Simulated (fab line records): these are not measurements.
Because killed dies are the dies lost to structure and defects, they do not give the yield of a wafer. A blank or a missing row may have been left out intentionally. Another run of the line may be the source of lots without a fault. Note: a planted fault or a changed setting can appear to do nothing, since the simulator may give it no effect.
Matching of chambers / flow nand harc / NHARC_A_ZERO_WELL_ETCH_19 on rie diel-13: 4 sister chambers
The step etches the open film in N2/H2, target depth 80 nm, overetch 24 nm, time 87.88 s. 16 wafers are shown with their chamber, then 8 later ones without.

== EACH WAFER AND ITS CHAMBER ==
wafer=L667.2; chamber=1; drypump motor current A (A)=4.8; rf vpp V (V)=433.9; oes product au (a.u.)=0.996
wafer=L667.3; chamber=3; drypump motor current A (A)=6.4; rf vpp V (V)=432.6; oes product au (a.u.)=0.992
wafer=L667.6; chamber=0; drypump motor current A (A)=5.6; rf vpp V (V)=430.4; oes product au (a.u.)=1.012
wafer=L670.1; chamber=0; drypump motor current A (A)=5.6; rf vpp V (V)=429.6; oes product au (a.u.)=0.988
wafer=L670.4; chamber=1; drypump motor current A (A)=4.8; rf vpp V (V)=433.3; oes product au (a.u.)=1.004
wafer=L670.5; chamber=1; drypump motor current A (A)=4.8; rf vpp V (V)=434.9; oes product au (a.u.)=1.010
wafer=L674.1; chamber=3; drypump motor current A (A)=6.5; rf vpp V (V)=432.6; oes product au (a.u.)=1.000
wafer=L674.5; chamber=2; drypump motor current A (A)=5.6; rf vpp V (V)=432.4; oes product au (a.u.)=1.013
wafer=L674.6; chamber=3; drypump motor current A (A)=6.5; rf vpp V (V)=434.4; oes product au (a.u.)=1.010
wafer=L677.4; chamber=0; drypump motor current A (A)=5.6; rf vpp V (V)=429.7; oes product au (a.u.)=0.982
wafer=L677.5; chamber=2; drypump motor current A (A)=5.6; rf vpp V (V)=434.1; oes product au (a.u.)=1.019
wafer=L677.6; chamber=3; drypump motor current A (A)=6.4; rf vpp V (V)=433.9; oes product au (a.u.)=0.995
wafer=L678.1; chamber=0; drypump motor current A (A)=5.6; rf vpp V (V)=430.6; oes product au (a.u.)=0.992
wafer=L678.3; chamber=2; drypump motor current A (A)=5.6; rf vpp V (V)=434.6; oes product au (a.u.)=1.029
wafer=L678.4; chamber=3; drypump motor current A (A)=6.4; rf vpp V (V)=433.3; oes product au (a.u.)=1.004
wafer=L682.2; chamber=2; drypump motor current A (A)=5.6; rf vpp V (V)=433.5; oes product au (a.u.)=1.028

SIGNATURES (means of the wafers above)
reading=drypump motor current A; chamber 0=5.600; chamber 1=4.800; chamber 2=5.600; chamber 3=6.440; scatter within a chamber=0.0316
reading=rf vpp V; chamber 0=430.075; chamber 1=434.033; chamber 2=433.650; chamber 3=433.360; scatter within a chamber=0.779
reading=oes product au; chamber 0=0.99350; chamber 1=1.00333; chamber 2=1.02225; chamber 3=1.00020; scatter within a chamber=0.00906
Rule: for each reading, subtract the chamber's mean from the wafer's reading, divide by that reading's scatter and square the result; add these up over the readings and take the root, which gives the wafer's distance from the chamber. The wafer belongs to the nearest chamber; if the next one is less than 2 further off, it can't be placed. The scatter: take each reading less its chamber's mean, square it, sum over the shown wafers, divide by the number of wafers less the number of chambers, and take the root.

== WAFERS MISSING THEIR CHAMBER ==
wafer=L682.3; drypump motor current A (A)=6.4; rf vpp V (V)=433.0; oes product au (a.u.)=1.021
wafer=L682.5; drypump motor current A (A)=5.6; rf vpp V (V)=430.0; oes product au (a.u.)=1.003
wafer=L684.1; drypump motor current A (A)=5.6; rf vpp V (V)=434.0; oes product au (a.u.)=1.017
wafer=L684.3; drypump motor current A (A)=4.8; rf vpp V (V)=432.5; oes product au (a.u.)=1.008
wafer=L684.5; drypump motor current A (A)=5.6; rf vpp V (V)=433.3; oes product au (a.u.)=1.008
wafer=L685.2; drypump motor current A (A)=5.6; rf vpp V (V)=430.5; oes product au (a.u.)=0.990
wafer=L685.4; drypump motor current A (A)=5.6; rf vpp V (V)=432.9; oes product au (a.u.)=1.015
wafer=L685.6; drypump motor current A (A)=4.8; rf vpp V (V)=433.7; oes product au (a.u.)=1.004

== CHAMBER TAKEN BY EACH ==
wafer=L682.3; from the rows above=3; in truth=3
wafer=L682.5; from the rows above=0; in truth=0
wafer=L684.1; from the rows above=2; in truth=2
wafer=L684.3; from the rows above=1; in truth=1
wafer=L684.5; from the rows above=2; in truth=2
wafer=L685.2; from the rows above=0; in truth=0
wafer=L685.4; from the rows above=2; in truth=2
wafer=L685.6; from the rows above=1; in truth=1
Correctly placed: 8 of 8. Not placeable from these rows: 0. 0 placed wrongly.
